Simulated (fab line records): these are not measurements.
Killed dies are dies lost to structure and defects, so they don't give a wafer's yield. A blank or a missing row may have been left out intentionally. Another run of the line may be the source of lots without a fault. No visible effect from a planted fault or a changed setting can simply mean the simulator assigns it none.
Struck lot and sound lot, side by side ; flow n5 finfet ; 20 out of 1938 route steps
Sound: the wafers L714.2, L714.3, L714.5. The struck wafers were L728.2, L728.3, L728.5. Last of all comes the cause.
For every step that has rows: the tool of each side, followed by ch and its chambers, followed by its first start. Under that, the readings that differ: sound wafers ; struck wafers ; difference of the means ; sigmas: that difference in standard deviations of wafers without a fault.
alike: readings whose means differ by less than 2 such deviations, and words and numbers that are the same on both sides. not compared: withheld readings, readings that some wafer has no value for, bounds like >300 that may hide the same value, and numbers for which the record gives no deviation and whose values overlap.
The two part at a step that has a row with sigmas, a row that says differs or no value, or rows on one side only. Numbers that have no deviation but don't overlap get no sigmas and don't part them. Lack of a reading on every wafer of one side parts them only where that side has two or more wafers.

first, 8 steps without rows for these wafers: N5_BEOL_M9_CMP_52 (polishes, stops on SiCOH lowk, t overpolish 7 s, target thk 140 nm); N5_BEOL_M9_PRE_CLEAN_55 (time 15 s); N5_BEOL_M9_DEP_56 (deposits SiCN from 3MS/NH3, target thk 15 nm, time 26.5 s); N5_BEOL_M10_ILD_DEP_00 (deposits SiCOH lowk from DEMS/porogen, target thk 308.51 nm, time 58 s); N5_BEOL_M10_CURE_71 (cures SiCOH lowk, time 240 s); N5_BEOL_M10_PECVD_70 (deposits SiO2 from TEOS/O2, target thk 20 nm, time 22.7 s); N5_BEOL_M10_HM_DEP_02 (deposits TiN, target thk 20 nm); N5_BEOL_M10_COAT_59 (time 60 s, resist thk 100 nm).
N5_BEOL_M10_COAT_60: time 60 s, resist thk 30 nm.
  sound on litho track-05 ch 0, day 13 11:37; struck on litho track-05 ch 0, day 17 11:04
reading;sound;struck;difference;sigmas
spin speed rpm (rpm);1499.1 1499.1 1497.6;1835.7 1834.5 1836.7;+337.0;+99 or more
model.SiARC_of_BEOL_M10_COAT_60.thk nm (nm);30 30 30;27 27 27;-3;
  alike: chill plate temp C
then, 7 steps without rows for these wafers: N5_BEOL_M10_COAT_05 (resist thk 90 nm); N5_BEOL_M10_EBR_07; N5_BEOL_M10_SOFTBAKE_06 (time 60 s); N5_BEOL_M10_EXPOSE_08 (exposes mask M10); N5_BEOL_M10_PEB_09 (peb time 60 s); N5_BEOL_M10_DEVELOP_10 (develop time 30 s); N5_BEOL_M10_DESCUM_16 (chemistry O2, time 7.9 s).
N5_BEOL_M10_ETCH_61: etches SiARC in CF4, target depth 39 nm, time 65 s.
  sound on rie diel-04 ch 1,3, day 13 12:29; struck on rie diel-04 ch 0,1,2, day 17 11:33
reading;sound;struck;difference;sigmas
etch rf on time s (s);66.2 65.3 65.7;58.6 59.3 60.2;-6.4;-6
model.etch.depth nm (nm);29.96 29.97 29.95;27.02 27.05 27.07;-2.91;
model.CAR-ArF_of_BEOL_M10_COAT_05.thk nm (nm);55.8 55.6 55.8;58.2 58.2 58.2;+2.5;
  alike: drypump motor current A, oes product au, rf vpp V, showerhead plenum p Torr, throttle valve pct
  not compared: rf hours counter h
N5_BEOL_M10_ETCH_62: etches SOC in N2/H2, target depth 110 nm, overetch 22 nm, time 165 s.
  sound on rie diel-04 ch 1,3, day 13 12:32; struck on rie diel-04 ch 0,1,2, day 17 11:36
reading;sound;struck;difference;sigmas
model.SiARC_of_BEOL_M10_COAT_60.thk nm (nm);23.4 23.4 23.2;20.2 20.8 20.6;-2.8;
  alike: drypump motor current A, oes product au, rf vpp V, showerhead plenum p Torr, throttle valve pct
  not compared: rf hours counter h
then, 2 steps without rows for these wafers: N5_BEOL_M10_STRIP_68 (strips in N2/H2); N5_PASSIVATION_PROBE_49.

## WHERE THEY PART
At N5_BEOL_M10_COAT_60 first; at N5_BEOL_M10_ETCH_61 last (within this record only). Later steps at which nothing parts them and some readings are alike: N5_BEOL_M10_ETCH_62.

WHY: the cause the simulator had injected
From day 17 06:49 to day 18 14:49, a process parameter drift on litho track-05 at N5_BEOL_M10_COAT_60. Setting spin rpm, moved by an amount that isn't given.
